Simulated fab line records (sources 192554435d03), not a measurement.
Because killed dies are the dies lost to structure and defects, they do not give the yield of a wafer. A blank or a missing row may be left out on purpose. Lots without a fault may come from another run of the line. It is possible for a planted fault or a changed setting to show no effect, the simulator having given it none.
Which tool is to blame?	flow n5-finfet	Sampling: 12 lots, 36 wafers, 2 of 1938 route steps

WHAT THE GAUGES READ, wafer by wafer
N5_PASSIVATION_CD_MEAS_10: target cd 3000 nm.
lot	measured	on	cd-nm (nm)
L330	day 11 17:39	cd-sem-02	3006.2 3005.6 3002.5
L331	day 11 21:11	cd-sem-02	3004.7 3001.3 3002.5
L332	day 12 13:37	cd-sem-03	3001.0 3001.7 3002.4
L333	day 13 00:41	cd-sem-02	3000.6 3005.1 3002.8
L334	day 12 20:00	cd-sem-01	2996.5 2999.2 2999.8
L335	day 12 19:35	cd-sem-02	2998.7 2996.9 2997.6
L336	day 13 06:43	cd-sem-03	3000.9 2997.0 2992.6
L338	day 14 05:30	cd-sem-02	3002.0 3002.9 2997.8
L342	day 15 00:44	cd-sem-03	3000.9 3001.0 3001.5
L346	day 16 23:22	cd-sem-02	2994.9 2996.1 2995.4
L347	day 16 20:12	cd-sem-03	2995.9 2999.6 3000.1
L352	day 18 08:04	cd-sem-03	2998.0 3000.2 2994.0

WHICH TOOL RAN EACH LOT (tool, then ch and the chambers of the sampled wafers, then the start)
lot	N5_DUMMY_REMOVAL_PRECLEAN_04
L330	wet-bench-03 ch 3,4,7, day 3 23:59
L331	wet-bench-03 ch 1,3,4, day 4 06:01
L332	wet-bench-02 ch 0,3,4, day 4 09:46
L333	wet-bench-03 ch 1,3,6, day 4 16:01
L334	wet-bench-03 ch 0,4,6, day 5 01:34
L335	wet-bench-02 ch 2,3,4, day 5 06:39
L336	wet-bench-03 ch 3,5,6, day 5 12:05
L338	wet-bench-04 ch 2,3,6, day 6 02:30
L342	wet-bench-04 ch 1,2,6, day 6 22:49
L346	wet-bench-03 ch 0,2,7, day 8 00:04
L347	wet-bench-03 ch 1,6,7, day 8 05:35
L352	wet-bench-02 ch 4,6,7, day 9 13:18
- N5_DUMMY_REMOVAL_PRECLEAN_04: cleans in DHF, time 37 s.

WHAT THE TOOLS THEMSELVES READ (means of the sampled wafers that have a number; where no wafer has one, the mark that the record gives instead)
The record holds no such reading with a usual standard deviation.

THE ANSWER, worked out from the rows above alone
Rule: the usual values come from the lots themselves. The widest of any qualifying gaps counts: lots, ordered by their means at a reading, are off when they make up no more than a third of the lots, leave a main group of 4 or more, and stand apart from it by 3 or more times the standard deviation of that group's means. A main group is skipped when, at the precision printed for the reading in the tables above, its means are all equal. A lot without any number at a reading at which 4 lots or more have one is off too. The other lots that the step has rows for count as sound. After the gauges, taken in route order, come the tools' own readings; for these a lot's mean is taken, as printed above. At the first step where some lot is off, the reading lying furthest off is the one used; lots without a number count as furthest.
No lot is off on any of the readings shown, so nothing can be concluded from this.

WHAT THE SIMULATOR HAD PUT IN
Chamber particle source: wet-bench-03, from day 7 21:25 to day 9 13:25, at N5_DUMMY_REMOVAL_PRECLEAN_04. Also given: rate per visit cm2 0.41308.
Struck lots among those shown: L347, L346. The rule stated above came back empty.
